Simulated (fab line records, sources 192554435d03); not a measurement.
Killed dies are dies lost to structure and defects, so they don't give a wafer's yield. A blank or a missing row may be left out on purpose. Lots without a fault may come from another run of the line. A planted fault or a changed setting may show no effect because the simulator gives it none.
A struck lot beside a sound one | flow n5_finfet | 39 steps out of a route of 1938
Sound: wafers L109.2, L109.3, L109.5. Struck: wafer L118.3. (L118.6 of the same lot was not struck and is left out.) The cause comes at the end.
At each step with rows: each side's tool, then ch and its chambers, then its first start. Under that, the readings that differ: sound wafers | struck wafers | difference of the means | sigmas: that difference in standard deviations of wafers without a fault.
alike: readings whose means differ by less than 2 such deviations, and words and numbers that are the same on both sides. not compared: withheld readings, readings that some wafer has no value for, bounds like >300 that may hide the same value, and numbers for which the record gives no deviation and whose values overlap.
The two part at a step that has a row with sigmas, a row that says differs or no value, or rows on one side only. Numbers that don't overlap but have no deviation are shown without sigmas and don't part them. A reading that every wafer of one side lacks parts them only if that side has two wafers or more.

first, 10 steps without rows for these wafers: N5_BEOL_M2_STRIP_36 (strips in N2/H2); N5_BEOL_M2_TRENCH_ETCH_37 (etches SiOC in C4F6/O2, target depth 55.555 nm, time 29.2 s); N5_BEOL_M2_ETCH_41 (etches SiCN in CH3F/O2, target depth 29.9 nm, time 52.5 s); N5_BEOL_M2_STRIP_97 (strips in N2/H2, time 10 s); N5_BEOL_M2_HM_STRIP_39 (strips TiN in peroxide tin strip, target depth 25 nm, time 158 s); N5_BEOL_M2_SRD_40 (time 30 s); N5_BEOL_M2_PRECLEAN_42 (cleans in residue remover, time 60 s); N5_BEOL_M2_SRD_43 (time 30 s); N5_BEOL_M2_DEGAS_44 (time 60 s); N5_BEOL_M2_PRE_CLEAN_45 (time 30 s).
N5_BEOL_M2_ALD_84: deposits TaN, pulse time 2 s, purge time 3 s, co reactant purge time 2 s.
  sound on ald_metal-03 ch 1,2, day 8 01:56; struck on ald_metal-03 ch 1, day 10 18:53
  reading    | sound    | struck | difference | sigmas
  ald_cycles | 30 30 30 | 47     | +17        |
  alike: heater_power_w
  not compared: model.TaN_of_BEOL_M2_ALD_84.thk_nm
then, 26 steps without rows for these wafers: N5_BEOL_M2_SURFACE_TREAT_85; N5_BEOL_M2_CVD_47 (deposits Co from CCTBA/H2, target thk 3 nm, time 223.8 s); N5_BEOL_M2_SPUTTER_48 (material Cu, target thk 4.5 nm, time 8.29 s); N5_BEOL_M2_ANNEAL_49 (time 240 s); N5_BEOL_M2_SPUTTER_79 (material Cu, target thk 4.5 nm, time 8.29 s); N5_BEOL_M2_ANNEAL_80 (time 240 s); N5_BEOL_M2_SPUTTER_81 (material Cu, target thk 4.5 nm, time 8.29 s); N5_BEOL_M2_ANNEAL_82 (time 240 s); N5_BEOL_M2_SPUTTER_86 (material Cu, target thk 4.5 nm, time 8.29 s); N5_BEOL_M2_ANNEAL_87 (time 240 s); N5_BEOL_M2_SPUTTER_88 (material Cu, target thk 4.5 nm, time 8.29 s); N5_BEOL_M2_ANNEAL_89 (time 240 s); N5_BEOL_M2_SPUTTER_90 (material Cu, target thk 4.5 nm, time 8.29 s); N5_BEOL_M2_ANNEAL_91 (time 240 s); N5_BEOL_M2_SPUTTER_92 (material Cu, target thk 4.5 nm, time 8.29 s); N5_BEOL_M2_ANNEAL_93 (time 240 s); N5_BEOL_M2_SPUTTER_94 (material Cu, target thk 4.5 nm, time 8.29 s); N5_BEOL_M2_ANNEAL_95 (time 240 s); N5_BEOL_M2_SPUTTER_96 (material Cu, target thk 4.5 nm, time 8.29 s); N5_BEOL_M2_ECD_50 (material Cu, target thk 300 nm); N5_BEOL_M2_ANNEAL_51 (time 90 s); N5_BEOL_M2_CMP_52 (polishes, stops on SiOC, t overpolish 6.8 s, target thk 40 nm); N5_BEOL_M2_PRE_CLEAN_60 (time 15 s); N5_BEOL_M2_CO_CAP_55 (material Co, precursor CCTBA/H2, target thk 2 nm, time 102.1 s); N5_BEOL_M2_PRE_CLEAN_56 (time 15 s); N5_BEOL_M2_DEP_57 (deposits SiCN from 3MS/NH3, target thk 8 nm, time 14 s).
N5_BEOL_M4_RC_MEAS_101:
  sound on prober-01 ch 0, day 9 05:07; struck on prober-01 ch 0, day 11 17:23
  reading                      | sound       | struck | difference | sigmas
  CHAIN_V1 (ohm/link)          | 219 230 221 | 373    | +150       | +15
  CHAIN_V1_max_site (ohm/link) | 225 236 229 | 391    | +161       | +16
  SERP_M2 (ohm/um)             | 197 209 192 | 290    | +91        | +5
  SERP_M2_max_site (ohm/um)    | 216 220 203 | 304    | +91        | +5
  alike: DIBL_N, DIBL_P, IOFF_N, IOFF_P, ION_N, ION_P, SS_N, SS_P, VT_N, VT_P
-- the record jumps here: 4 days lie between the struck wafers' starts before and after (it left off in module BEOL_M4 and takes up again in module PASSIVATION, whose first step shown is number 1936 of the route) --
N5_PASSIVATION_PROBE_49:
  sound on prober-01, day 13 18:26; struck on prober-02, day 16 01:06
  reading                | sound    | struck | difference | sigmas
  sort_bin_4_leakage (%) | 0 0 0.08 | 0      | +0         | -4
  sort_bin_8_speed (%)   | 0 0 0    | 0.34   | +0.34      | +17
  alike: defect_limited_yield, killed_at_M0_to_M3, killed_at_M4_up, killed_at_contacts, killed_at_front_end, killed_at_other, killed_dies, killed_open, killed_short, sort_bin_5_function, sort_bin_6_memory, sort_n_pass

WHERE THEY PART
First at N5_BEOL_M4_RC_MEAS_101; last, within this record, at N5_PASSIVATION_PROBE_49.

WHY: what the simulator had put in
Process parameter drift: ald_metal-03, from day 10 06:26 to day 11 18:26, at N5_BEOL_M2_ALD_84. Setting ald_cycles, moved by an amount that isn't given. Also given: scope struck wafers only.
